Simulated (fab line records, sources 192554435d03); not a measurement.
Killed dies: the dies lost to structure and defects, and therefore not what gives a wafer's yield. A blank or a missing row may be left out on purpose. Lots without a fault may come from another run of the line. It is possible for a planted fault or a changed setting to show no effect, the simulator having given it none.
Problem report, 8D (eight disciplines) form, completed by code || flow n5-finfet || the parts of the form that need people (team, actions taken, sign-off) are left out

== 1. WHAT WENT WRONG ==
On 2 wafers of 1 lot, run-length-s at N5_BEOL_M9_CVD_78 has a mean of 75.2 s; fault-free wafers read 161.4 s, standard deviation 0.5. So: -99 or more standard deviations from the usual mean.
The step: deposits Co from CCTBA/H2, target thk 2 nm, time 138.9 s.
First observed at day 15 05:24: wafer L808.2, on cvd-co-01. The record holds 33 wafers of 11 lots with a number at this step. Rule for "out", or "out of limits": more than 4 standard deviations from the usual mean. All remaining wafers that have a number are taken as sound.

== 2. WHAT IT IS, WHAT IT ISN'T ==
{"question": "which readings at this step", "is": "run-length-s", "is not": "-"}
{"question": "which lots", "is": "L808", "is not": "L800, L801, L802, L803, L814, L818, L819, L821, L822, L823"}
{"question": "which wafers of those lots", "is": "L808.2, L808.3", "is not": "L808.6"}
{"question": "read on which tools", "is": "cvd-co-01", "is not": "cvd-co-02"}
{"question": "when", "is": "from day 15 05:24", "is not": "up to then (13 sound wafers); but 18 sound wafers of L814, L818, L819, L821, L822, L823 came after"}

== 3. SUSPECTS, AND WHAT RULES EACH OUT ==
Counting: a tool at a process step up to the reading stays a suspect if it ran every lot that is out. Sound lots after the first of them don't rule it out here, since some wafers of a struck lot are sound.
- uv-cure-03 at N5_BEOL_M9_CURE_72 (cures SiCOH lowk, time 120 s): kept. The lot that is out, L808, ran on it at day 15 03:46; the last sound lot it ran before that was L802, at day 12 23:22.
- pvd-sputter-03 at N5_BEOL_M9_PRE_CLEAN_45 (time 30 s): kept. It ran the lot that is out, L808 (day 15 04:13).
- cvd-co-01 at N5_BEOL_M9_CVD_78 (deposits Co from CCTBA/H2, target thk 2 nm, time 138.9 s): kept. The lot that is out, L808, ran on it at day 15 05:24; the last sound lot it ran before that was L800, at day 12 22:16. On those wafers its own readings are out: run-length-s.
- Within cvd-co-01 at N5_BEOL_M9_CVD_78: the wafers that are out ran in chamber 0; their sound lot-mates ran in chamber 2.
Left after counting: uv-cure-03 at N5_BEOL_M9_CURE_72, pvd-sputter-03 at N5_BEOL_M9_PRE_CLEAN_45, cvd-co-01 at N5_BEOL_M9_CVD_78.

== 4. THE CAUSE (what the simulator had put in) ==
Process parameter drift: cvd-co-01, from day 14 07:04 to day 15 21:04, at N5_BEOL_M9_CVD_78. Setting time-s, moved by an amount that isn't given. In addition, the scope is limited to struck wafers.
Counting left 3 suspects, and this tool is among them.

== 5. SEQUENCE OF EFFECTS, ordered by route ==
Each row: a reading where the mean over the struck wafers with a number is more than 3 standard deviations away from the usual. Only readings whose record carries a usual standard deviation are examined. hours: median over the lots of the time between each lot's start at the first step of this table that gives one and its start at this step. sigmas: the change, counted in usual standard deviations.
{"hours": 0, "step": "N5_BEOL_M9_CVD_78", "reading": "run-length-s", "usual": "161.4 s", "on struck wafers": 75.2, "change": -86.2, "sigmas": "-99 or more"}
Process steps it contains:
- N5_BEOL_M9_CVD_78: deposits Co from CCTBA/H2, target thk 2 nm, time 138.9 s.

== 6. HOW IT WOULD HAVE BEEN CAUGHT EARLIER ==
First out-of-limits reading in this record: day 15 05:24, which is 22 hours after fault onset at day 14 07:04.
